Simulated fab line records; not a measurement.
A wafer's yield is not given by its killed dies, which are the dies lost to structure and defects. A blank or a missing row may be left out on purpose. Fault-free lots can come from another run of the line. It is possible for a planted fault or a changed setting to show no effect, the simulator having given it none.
Matching of chambers -- flow nand_harc -- NHARC_A_WL_FILL_ALD_19 on ald_metal-02 has 4 sister chambers
The step deposits TiN, target thk 2 nm, pulse time 3 s, ald cycles 100. 18 wafers are shown with their chamber, then 9 later ones without.

== WAFERS WITH THEIR CHAMBER ==
wafer,chamber,heater_power_w (W),precursor_pulse_height_rel
L075.4,2,1061,0.979
L075.5,2,1082,1.011
L075.6,1,1181,1.019
L076.2,1,1206,1.011
L076.3,0,1084,1.022
L076.6,3,971,0.972
L080.1,0,1055,0.964
L080.2,1,1193,0.968
L080.4,2,1081,1.004
L082.1,3,953,0.985
L082.3,2,1071,0.995
L082.5,0,1057,0.992
L084.2,3,968,0.964
L084.3,2,1061,1.033
L084.6,0,1089,0.972
L089.1,3,916,1.013
L089.5,2,1087,0.975
L089.6,0,1050,0.998

SIGNATURES, as means of the wafers listed above
reading,chamber 0,chamber 1,chamber 2,chamber 3,scatter within a chamber
heater_power_w,1067.00,1193.33,1073.83,952.00,17.2
precursor_pulse_height_rel,0.98960,0.99933,0.99950,0.98350,0.0228
Rule: a wafer's distance from a chamber is the root of the sum, over the readings, of the square of ((its reading less the chamber's mean) divided by the reading's scatter). If the next closest chamber is less than 2 further off than the closest, the wafer can't be placed; otherwise it belongs to the closest. The scatter is the square root of a quotient: the sum, over the shown wafers, of each reading's squared deviation from its chamber's mean, divided by wafers minus chambers.

== WAFERS WITHOUT THEIR CHAMBER ==
wafer,heater_power_w (W),precursor_pulse_height_rel
L092.1,877,0.997
L092.3,1095,1.006
L092.5,1238,1.015
L094.1,1064,1.023
L094.2,1241,0.980
L094.3,1070,0.979
L096.2,905,1.000
L096.4,1289,1.030
L096.6,1236,1.010

== THE CHAMBER EACH PASSED THROUGH ==
wafer,from the rows above,in truth
L092.1,3,3
L092.3,can't be placed: 2 or 0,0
L092.5,1,1
L094.1,can't be placed: 2 or 0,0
L094.2,1,1
L094.3,can't be placed: 0 or 2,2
L096.2,3,3
L096.4,1,1
L096.6,1,1
Correctly placed: 6 of 9. These rows do not allow placing 3 (true chamber among the candidates in 3). Wrongly placed: 0.
